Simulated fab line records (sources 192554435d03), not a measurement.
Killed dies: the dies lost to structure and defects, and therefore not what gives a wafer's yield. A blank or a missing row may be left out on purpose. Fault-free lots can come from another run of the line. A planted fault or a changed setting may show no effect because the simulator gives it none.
A lot that was struck, set against a sound lot | flow n5Finfet | 15 steps out of a route of 1938
Sound: these wafers, L759.1, L759.4, L759.5. Struck: wafers L767.4, L767.5 (left out: L767.1, a lot-mate that was not struck); the cause follows at the end.
At each step with rows: each side's tool, then ch and its chambers, then its first start. Under that, the readings that differ: sound wafers | struck wafers | difference of the means | sigmas: that difference in standard deviations of wafers without a fault.
alike: a reading whose means differ by less than 2 such deviations, as well as words and numbers matching on both sides. not compared: withheld readings; readings where some wafer has no value; bounds like >300 that might hide an equal value; numbers whose values overlap and for which the record gives no deviation.
A row with sigmas, a row that says differs or no value, or rows on one side alone: a step with any of these is where the two part. Numbers that don't overlap but have no deviation are shown without sigmas and don't part them. A reading missing from all wafers of one side parts the sides only when that side holds two or more wafers.

N5_SD_ACTIVATION_RS_MEAS_03: the measuring method here is four-point-probe.
  sound: filmMetro-01 at day 4 15:04; struck: filmMetro-02 at day 6 23:01
  alike: RS_SD_N, RS_SD_P
N5_SD_ACTIVATION_INSPECT_02: inspects for defects (darkfield).
  sound: defectInspect-02 at day 4 15:24; struck: defectInspect-02 at day 6 23:20
  alike: rawDefectCount
N5_ILD0_LINER_00: material SiNx, target thk 4 nm, pulse time 1 s, purge time 2 s.
  sound on aldSin-03 ch 2,3, day 4 15:35; struck on aldSin-01 ch 1, day 6 23:50
  alike: heaterPowerW, precursorPulseHeightRel
  not compared: sinceWetCleanH
then, 2 steps without rows for these wafers: N5_ILD0_FCVD_FILL_01 (material SiO2 flowable, target thk 200 nm, time 328.3 s); N5_ILD0_CURE_02 (time 1800 s).
N5_ILD0_CMP_03: polishes, stops on SiNx, t overpolish 1.9 s, target thk 197.38 nm.
  sound on cmp-02 ch 0,1,3, day 4 17:59; struck on cmp-01 ch 1,2, day 7 02:12
  alike: motorCurrentA, overpolishRunS, platenRpm, timeToEndpointS
N5_ILD0_THK_MEAS_04:
  sound: filmMetro-01 at day 4 18:15; struck: filmMetro-01 at day 7 02:30
  alike: thkNm
N5_ILD0_CMP_07: polishes SiO2 flowable, stops on poly-Si, t overpolish 1.18 s, target thk 138.88 nm.
  sound on cmp-04 ch 0,2,3, day 4 18:19; struck on cmp-04 ch 0,1, day 7 02:31
  alike: motorCurrentA, platenRpm
N5_ILD0_THK_MEAS_08:
  sound: filmMetro-02 at day 4 18:34; struck: filmMetro-02 at day 7 02:49
reading    | sound             | struck      | difference | sigmas
thkNm (nm) | 136.6 136.8 137.5 | 140.0 138.0 | +2.0       | +2
then, 1 step without rows for these wafers: N5_ILD0_PRECLEAN_10 (cleans in NF3:NH3, afs cycles 5, time 20 s, sublimation time 60 s).
N5_ILD0_ALD_15: deposits SiNx, target thk 24 nm, pulse time 1 s, ald cycles 480.
  sound on aldSin-01 ch 0,1,3, day 4 19:31; struck on aldSin-03 ch 0,1, day 7 03:49
reading                 | sound             | struck      | difference | sigmas
precursorPulseHeightRel | 1.013 0.996 0.990 | 1.069 1.009 | +0.039     | +2
  alike: heaterPowerW
  not compared: sinceWetCleanH
N5_ILD0_CMP_12: polishes SiNx, stops on poly-Si, t overpolish 6 s, target thk 17.67 nm.
  sound on cmp-04 ch 1,2, day 4 21:45; struck on cmp-01 ch 0,2, day 7 06:01
reading             | sound          | struck    | difference | sigmas
timeToEndpointS (s) | 31.0 27.4 29.0 | 15.2 17.8 | -12.6      | -5
  alike: motorCurrentA, overpolishRunS, platenRpm
N5_ILD0_THK_MEAS_13:
  sound: filmMetro-01 at day 4 22:01; struck: filmMetro-02 at day 7 06:18
  alike: thkNm
-- the record jumps here: 4 days lie between the struck wafers' starts before and after (it left off in module ILD0 and takes up again in module BEOL_M4, whose first step shown is number 1111 of the route) --
N5_BEOL_M4_RC_MEAS_101:
  sound on prober-01 ch 0, day 9 00:01; struck on prober-01 ch 0, day 11 07:37
reading   | sound          | struck    | difference | sigmas
VT_P (mV) | -250 -248 -246 | -256 -256 | -8         | -2
  alike: DIBL_N, DIBL_P, IOFF_N, IOFF_P, ION_N, ION_P, SS_N, SS_P, VT_N
following that, these wafers have no rows for 1 step: N5_PASSIVATION_PROBE_49.

== WHERE THEY PART ==
At N5_ILD0_THK_MEAS_08 first; at N5_BEOL_M4_RC_MEAS_101 last (within this record only).

WHY: whatever the simulator had introduced
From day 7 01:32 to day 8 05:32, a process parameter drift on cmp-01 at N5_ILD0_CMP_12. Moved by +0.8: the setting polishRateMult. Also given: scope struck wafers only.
